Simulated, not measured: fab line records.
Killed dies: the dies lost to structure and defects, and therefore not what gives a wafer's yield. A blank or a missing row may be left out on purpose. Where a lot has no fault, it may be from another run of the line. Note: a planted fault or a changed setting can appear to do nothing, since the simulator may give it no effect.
A struck lot beside a sound one + flow n5-finfet + 30 steps out of a route of 1938
Sound: the wafers L423.2, L423.4, L423.5. Wafers struck: L428.1, L428.4, L428.5. Last of all comes the cause.
Each step with rows lists, per side, the tool, then ch with its chambers, then its first start. Under that, the readings that differ: sound wafers + struck wafers + difference of the means + sigmas: that difference in standard deviations of wafers without a fault.
alike: a reading whose means differ by less than 2 such deviations, as well as words and numbers matching on both sides. not compared: withheld readings; readings where some wafer has no value; bounds like >300 that might hide an equal value; numbers whose values overlap and for which the record gives no deviation.
The two part at a step that has a row with sigmas, a row that says differs or no value, or rows on one side only. Non-overlapping numbers with no deviation appear without sigmas and do not part them. A reading missing from all wafers of one side parts the sides only when that side holds two or more wafers.

N5_BEOL_M14_ETCH_59: etches BARC in N2/H2, target depth 89 nm, overetch 26.7 nm, time 67.9 s.
  sound on rie-diel-02 ch 1,2,3, day 11 17:10; struck on rie-diel-02 ch 0,1,3, day 13 04:41
  alike: drypump-motor-current-A, oes-product-au, rf-vpp-V, showerhead-plenum-p-Torr, throttle-valve-pct
  not compared: rf-hours-counter-h
then, 5 steps without rows for these wafers: N5_BEOL_M14_VIA_ETCH_16 (etches SiO2 in C4F8/O2/Ar, target depth 1231.3 nm); N5_BEOL_M14_STRIP_63 (strips in O2); N5_BEOL_M14_STRIP_64 (strips in O2); N5_BEOL_M14_STRIP_71 (strips in post etch residue remover, time 60 s); N5_BEOL_M14_SRD_72 (time 30 s, dry time 30 s).
N5_BEOL_M14_CD_MEAS_17: target cd 250 nm.
  sound on cd-sem-03, day 11 17:34; struck on cd-sem-01, day 13 05:05
  alike: cd-nm
then, 5 steps without rows for these wafers: N5_BEOL_M14_COAT_65 (time 60 s, resist thk 450 nm); N5_BEOL_M14_COAT_66 (time 60 s, resist thk 110 nm); N5_BEOL_M14_COAT_22 (resist thk 300 nm); N5_BEOL_M14_EBR_24; N5_BEOL_M14_SOFTBAKE_23 (time 60 s).
N5_BEOL_M14_EXPOSE_25: exposes mask M14, target cd 280 nm.
  sound on krf-scanner-02 ch 0, day 11 17:51; struck on krf-scanner-01 ch 0, day 13 05:14
| reading              | sound                | struck               | difference | sigmas |
|----------------------|----------------------|----------------------|------------|--------|
| exposure-dose-mJ-cm2 | 26.585 26.570 26.586 | 25.939 25.960 25.949 | -0.631     | -23    |
  alike: mask
then, 3 steps without rows for these wafers: N5_BEOL_M14_PEB_26 (peb time 90 s); N5_BEOL_M14_DEVELOP_27 (develop time 45 s); N5_BEOL_M14_HARDBAKE_32 (time 120 s).
N5_BEOL_M14_CD_MEAS_28: target cd 284.4 nm.
  sound on cd-sem-03 ch 0, day 11 18:01; struck on cd-sem-01 ch 0, day 13 05:25
| reading    | sound             | struck            | difference | sigmas |
|------------|-------------------|-------------------|------------|--------|
| cd-nm (nm) | 282.3 283.0 282.6 | 298.6 299.6 314.3 | +21.5      | +9     |
N5_BEOL_M14_OVL_MEAS_29:
  sound on overlay-01 ch 0, day 11 18:03; struck on overlay-02 ch 0, day 13 05:26
  alike: M14_OVL
N5_BEOL_M14_INSPECT_30: inspects for defects (macro).
  sound on defect-inspect-01, day 11 18:04; struck on defect-inspect-01, day 13 05:28
  alike: raw-defect-count
N5_BEOL_M14_DESCUM_33: chemistry O2, time 7.9 s.
  sound on rie-diel-03 ch 1,3, day 11 18:07; struck on rie-diel-02 ch 0,1, day 13 05:34
| reading                   | sound             | struck            | difference | sigmas |
|---------------------------|-------------------|-------------------|------------|--------|
| throttle-valve-pct (%)    | 20.55 20.14 20.13 | 20.98 20.54 20.97 | +0.56      | +2     |
| model.BEOL_M14.cd-nm (nm) | 282 283 283.2     | 298.8 299.8 314.4 | +21.6      |        |
  alike: drypump-motor-current-A, oes-product-au, rf-vpp-V, showerhead-plenum-p-Torr
  not compared: rf-hours-counter-h
N5_BEOL_M14_ETCH_67: etches SiARC in CF4, target depth 143 nm, time 238.3 s.
  sound on rie-diel-03 ch 1,3, day 11 18:08; struck on rie-diel-02 ch 0,1, day 13 05:36
| reading                | sound             | struck            | difference | sigmas |
|------------------------|-------------------|-------------------|------------|--------|
| throttle-valve-pct (%) | 15.55 15.56 15.56 | 16.12 15.96 16.11 | +0.51      | +2     |
  alike: drypump-motor-current-A, etch-rf-on-time-s, oes-product-au, rf-vpp-V, showerhead-plenum-p-Torr
  not compared: rf-hours-counter-h
N5_BEOL_M14_ETCH_68: etches SOC in N2/H2, time 450 s.
  sound on rie-diel-03 ch 1,3, day 11 18:17; struck on rie-diel-02 ch 0,1, day 13 05:45
| reading                | sound          | struck         | difference | sigmas |
|------------------------|----------------|----------------|------------|--------|
| throttle-valve-pct (%) | 17.5 17.7 17.8 | 18.3 18.4 18.3 | +0.7       | +2     |
  alike: drypump-motor-current-A, oes-product-au, rf-vpp-V, showerhead-plenum-p-Torr
  not compared: rf-hours-counter-h
then, 1 step without rows for these wafers: N5_BEOL_M14_STRIP_69 (strips in N2/H2).
N5_BEOL_M14_TRENCH_ETCH_34: etches SiO2 in C4F8/O2/Ar, target depth 556.65 nm, time 126.9 s.
  sound on rie-diel-03 ch 1,3, day 11 18:34; struck on rie-diel-02 ch 0,1, day 13 06:01
| reading                | sound          | struck         | difference | sigmas |
|------------------------|----------------|----------------|------------|--------|
| throttle-valve-pct (%) | 30.5 30.6 30.6 | 31.9 31.0 31.9 | +1.0       | +3     |
  alike: C4F8_flow_sccm, drypump-motor-current-A, oes-product-au, rf-vpp-V, showerhead-plenum-p-Torr
  not compared: rf-hours-counter-h
then, 1 step without rows for these wafers: N5_BEOL_M14_STRIP_70 (strips in C4F8/O2/Ar).
N5_BEOL_M14_OCD_MEAS_35:
  sound on ocd-02, day 11 18:43; struck on ocd-01, day 13 06:11
  alike: trench-depth-nm
N5_BEOL_M14_STRIP_37: strips in O2.
  sound on rie-diel-03 ch 0,1, day 11 18:56; struck on rie-diel-03 ch 0,1,3, day 13 06:13
  alike: drypump-motor-current-A, oes-product-au, rf-vpp-V, showerhead-plenum-p-Torr, throttle-valve-pct
  not compared: rf-hours-counter-h
N5_BEOL_M14_ETCH_38: etches SiCN in CF4/N2, target depth 106.5 nm, time 120.6 s.
  sound on rie-diel-03 ch 0,1; struck on rie-diel-03 ch 0,1,3
| reading                   | sound             | struck            | difference | sigmas |
|---------------------------|-------------------|-------------------|------------|--------|
| model.BEOL_M14.cd-nm (nm) | 277.2 276.6 277.8 | 294.8 297.6 309.6 | +23.5      |        |
  alike: drypump-motor-current-A, oes-product-au, rf-vpp-V, showerhead-plenum-p-Torr, throttle-valve-pct
  not compared: rf-hours-counter-h
then, 1 step without rows for these wafers: N5_BEOL_M14_PRECLEAN_39 (cleans in residue remover, time 60 s).
N5_PASSIVATION_PROBE_49:
  sound on prober-02, day 12 17:19; struck on prober-01, day 14 02:07
  alike: defect-limited-yield, killed_at_M0_to_M3, killed_at_M4_up, killed-at-contacts, killed-at-front-end, killed-at-other, killed-dies, killed-open, killed-short, sort_bin_5_function, sort_bin_6_memory, sort_bin_8_speed, sort-n-pass, sort-yield-pct

WHERE THEY PART
Earliest at N5_BEOL_M14_EXPOSE_25; latest, in this record, at N5_BEOL_M14_TRENCH_ETCH_34. Later steps at which nothing parts them and some readings are alike: N5_BEOL_M14_OCD_MEAS_35, N5_BEOL_M14_STRIP_37, N5_BEOL_M14_ETCH_38, N5_PASSIVATION_PROBE_49.

WHY: whatever the simulator had introduced
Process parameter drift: krf-scanner-01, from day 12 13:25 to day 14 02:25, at N5_BEOL_M14_EXPOSE_25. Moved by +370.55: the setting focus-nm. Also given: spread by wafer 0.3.
